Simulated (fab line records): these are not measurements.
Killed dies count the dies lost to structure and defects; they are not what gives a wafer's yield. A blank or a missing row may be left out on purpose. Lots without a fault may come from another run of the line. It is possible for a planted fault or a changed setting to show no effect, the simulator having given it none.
Check of tool commonality / flow nand harc / 36 wafers sampled across 12 lots

## WHY THIS WAS OPENED
Flagged at NHARC_END_SORT_01: reading killed at periphery, on 3 of 12 lots. Wafers without a fault read 4.0, standard deviation 2.5.
Rule: a lot is flagged in two cases, either no wafer of it has a number, or all its wafers with numbers fall more than 4 standard deviations from that mean. All remaining lots are regarded as sound.

lot=L767; measured=day 19 12:32; on=prober-02; killed at periphery, wafer by wafer=7 3 5; flag=
lot=L769; measured=day 19 22:02; on=prober-02; killed at periphery, wafer by wafer=1 8 2; flag=
lot=L770; measured=day 20 00:45; on=prober-01; killed at periphery, wafer by wafer=5 6 6; flag=
lot=L768; measured=day 20 04:19; on=prober-02; killed at periphery, wafer by wafer=3 7 6; flag=
lot=L775; measured=day 20 21:56; on=prober-02; killed at periphery, wafer by wafer=4 7 10; flag=
lot=L773; measured=day 21 09:24; on=prober-02; killed at periphery, wafer by wafer=2 1 1; flag=
lot=L778; measured=day 21 09:26; on=prober-01; killed at periphery, wafer by wafer=1 8 7; flag=
lot=L777; measured=day 21 19:40; on=prober-01; killed at periphery, wafer by wafer=8 8 6; flag=
lot=L784; measured=day 23 15:55; on=prober-01; killed at periphery, wafer by wafer=3 2 2; flag=
lot=L786; measured=day 23 21:43; on=prober-02; killed at periphery, wafer by wafer=652 657 648; flag=FLAGGED
lot=L785; measured=day 23 23:44; on=prober-01; killed at periphery, wafer by wafer=635 636 625; flag=FLAGGED
lot=L787; measured=day 24 06:23; on=prober-02; killed at periphery, wafer by wafer=623 625 636; flag=FLAGGED
Flagged lots average 637.4: +633.4 relative to the usual, that is +99 or more standard deviations.

## TOOL THAT RAN EACH LOT
Before the reading, the record contains 3 process steps out of a 1159-step route. In each cell: the tool, then ch and the chambers that the sampled wafers went through, then the start.
lot=L767; flag=; NHARC_P_BONDPAD_DESCUM_11=rie diel-04 ch 0,1,2, day 6 05:47; NHARC_P_BONDPAD_ETCH_24=rie diel-01 ch 0,3, day 6 06:19; NHARC_P_BONDPAD_CMP_19=cmp-03 ch 0,2,3, day 6 07:47
lot=L769; flag=; NHARC_P_BONDPAD_DESCUM_11=rie diel-07 ch 0,1,2, day 7 03:44; NHARC_P_BONDPAD_ETCH_24=rie diel-04 ch 0,3, day 7 04:20; NHARC_P_BONDPAD_CMP_19=cmp-02 ch 0,1,2, day 7 05:55
lot=L770; flag=; NHARC_P_BONDPAD_DESCUM_11=rie diel-01 ch 0,2,3, day 7 04:15; NHARC_P_BONDPAD_ETCH_24=rie diel-01 ch 2,3, day 7 04:47; NHARC_P_BONDPAD_CMP_19=cmp-02 ch 1,3, day 7 06:18
lot=L768; flag=; NHARC_P_BONDPAD_DESCUM_11=rie diel-01 ch 0,1,2, day 7 02:48; NHARC_P_BONDPAD_ETCH_24=rie diel-01 ch 0,1,2, day 7 03:21; NHARC_P_BONDPAD_CMP_19=cmp-03 ch 0,1,3, day 7 04:50
lot=L775; flag=; NHARC_P_BONDPAD_DESCUM_11=rie diel-01 ch 0,1, day 8 07:15; NHARC_P_BONDPAD_ETCH_24=rie diel-01 ch 1,2,3, day 8 07:49; NHARC_P_BONDPAD_CMP_19=cmp-03 ch 2,3, day 8 09:34
lot=L773; flag=; NHARC_P_BONDPAD_DESCUM_11=rie diel-01 ch 0,1,3, day 8 08:41; NHARC_P_BONDPAD_ETCH_24=rie diel-01 ch 1,2, day 8 09:18; NHARC_P_BONDPAD_CMP_19=cmp-02 ch 0,2,3, day 8 10:51
lot=L778; flag=; NHARC_P_BONDPAD_DESCUM_11=rie diel-04 ch 1,2,3, day 8 22:41; NHARC_P_BONDPAD_ETCH_24=rie diel-04 ch 0,2,3, day 8 23:31; NHARC_P_BONDPAD_CMP_19=cmp-02 ch 0,2,3, day 9 00:59
lot=L777; flag=; NHARC_P_BONDPAD_DESCUM_11=rie diel-04 ch 0,1,2, day 9 03:45; NHARC_P_BONDPAD_ETCH_24=rie diel-01 ch 0,1,2, day 9 04:33; NHARC_P_BONDPAD_CMP_19=cmp-01 ch 1,2, day 9 06:04
lot=L784; flag=; NHARC_P_BONDPAD_DESCUM_11=rie diel-01 ch 0,1,2, day 10 15:10; NHARC_P_BONDPAD_ETCH_24=rie diel-01 ch 0,1,2, day 10 15:42; NHARC_P_BONDPAD_CMP_19=cmp-03 ch 0,1,2, day 10 17:13
lot=L786; flag=FLAGGED; NHARC_P_BONDPAD_DESCUM_11=rie diel-01 ch 0,3, day 10 23:54; NHARC_P_BONDPAD_ETCH_24=rie diel-01 ch 2,3, day 11 00:26; NHARC_P_BONDPAD_CMP_19=cmp-01 ch 0,2, day 11 01:58
lot=L785; flag=FLAGGED; NHARC_P_BONDPAD_DESCUM_11=rie diel-01 ch 1,2,3, day 10 20:28; NHARC_P_BONDPAD_ETCH_24=rie diel-01 ch 0,2, day 10 20:59; NHARC_P_BONDPAD_CMP_19=cmp-02 ch 2,3, day 10 22:37
lot=L787; flag=FLAGGED; NHARC_P_BONDPAD_DESCUM_11=rie diel-01 ch 0,1,3, day 11 09:44; NHARC_P_BONDPAD_ETCH_24=rie diel-01 ch 0,2,3, day 11 10:16; NHARC_P_BONDPAD_CMP_19=cmp-01 ch 0,1,2, day 11 11:49
What is done by these steps:
- NHARC_P_BONDPAD_DESCUM_11: chemistry O2, time 3 s.
- NHARC_P_BONDPAD_ETCH_24: etches the open film in CF4/N2, target depth 30 nm, time 72.99 s.
- NHARC_P_BONDPAD_CMP_19: polishes, t overpolish 30 s, cu recess touch 16 s, target thk 160.81 nm.
- NHARC_END_SORT_01

## FLAGGED AGAINST TOTAL, ONE TOOL AT A TIME (gauges that did the reading follow at the end)
step=NHARC_P_BONDPAD_DESCUM_11; tool=rie diel-01; lots run=8; flagged=3; share of the flagged lots=all; sound lots run after its first flagged lot=0
step=NHARC_P_BONDPAD_DESCUM_11; tool=rie diel-04; lots run=3; flagged=0; share of the flagged lots=none; sound lots run after its first flagged lot=-
step=NHARC_P_BONDPAD_DESCUM_11; tool=rie diel-07; lots run=1; flagged=0; share of the flagged lots=none; sound lots run after its first flagged lot=-
step=NHARC_P_BONDPAD_ETCH_24; tool=rie diel-01; lots run=10; flagged=3; share of the flagged lots=all; sound lots run after its first flagged lot=0
step=NHARC_P_BONDPAD_ETCH_24; tool=rie diel-04; lots run=2; flagged=0; share of the flagged lots=none; sound lots run after its first flagged lot=-
step=NHARC_P_BONDPAD_CMP_19; tool=cmp-01; lots run=3; flagged=2; share of the flagged lots=some; sound lots run after its first flagged lot=0
step=NHARC_P_BONDPAD_CMP_19; tool=cmp-02; lots run=5; flagged=1; share of the flagged lots=some; sound lots run after its first flagged lot=0
step=NHARC_P_BONDPAD_CMP_19; tool=cmp-03; lots run=4; flagged=0; share of the flagged lots=none; sound lots run after its first flagged lot=-
step=NHARC_END_SORT_01; tool=prober-01; lots run=5; flagged=1; share of the flagged lots=some; sound lots run after its first flagged lot=0
step=NHARC_END_SORT_01; tool=prober-02; lots run=7; flagged=2; share of the flagged lots=some; sound lots run after its first flagged lot=0

## THE TABLE: WHAT IT ALLOWS
rie diel-01 at NHARC_P_BONDPAD_DESCUM_11 and rie diel-01 at NHARC_P_BONDPAD_ETCH_24 are the 2 rows of the table that ran each flagged lot.
- rie diel-01 at NHARC_P_BONDPAD_DESCUM_11: 3 of its 8 lots flagged. Last sound lot L784 at day 10 15:10, first flagged lot L785 at day 10 20:28; a fault beginning in between fits.
- rie diel-01 at NHARC_P_BONDPAD_ETCH_24: 3 of its 10 lots flagged. Last sound lot L784 at day 10 15:42, first flagged lot L785 at day 10 20:59; a fault beginning in between fits. Its own readings (oes product au, rf fwd power W) fall more than 4 standard deviations out on all wafers of the flagged lots.
What remains is a single tool, rie diel-01 at NHARC_P_BONDPAD_DESCUM_11 and NHARC_P_BONDPAD_ETCH_24.

## WHAT HAD BEEN PUT IN BY THE SIMULATOR
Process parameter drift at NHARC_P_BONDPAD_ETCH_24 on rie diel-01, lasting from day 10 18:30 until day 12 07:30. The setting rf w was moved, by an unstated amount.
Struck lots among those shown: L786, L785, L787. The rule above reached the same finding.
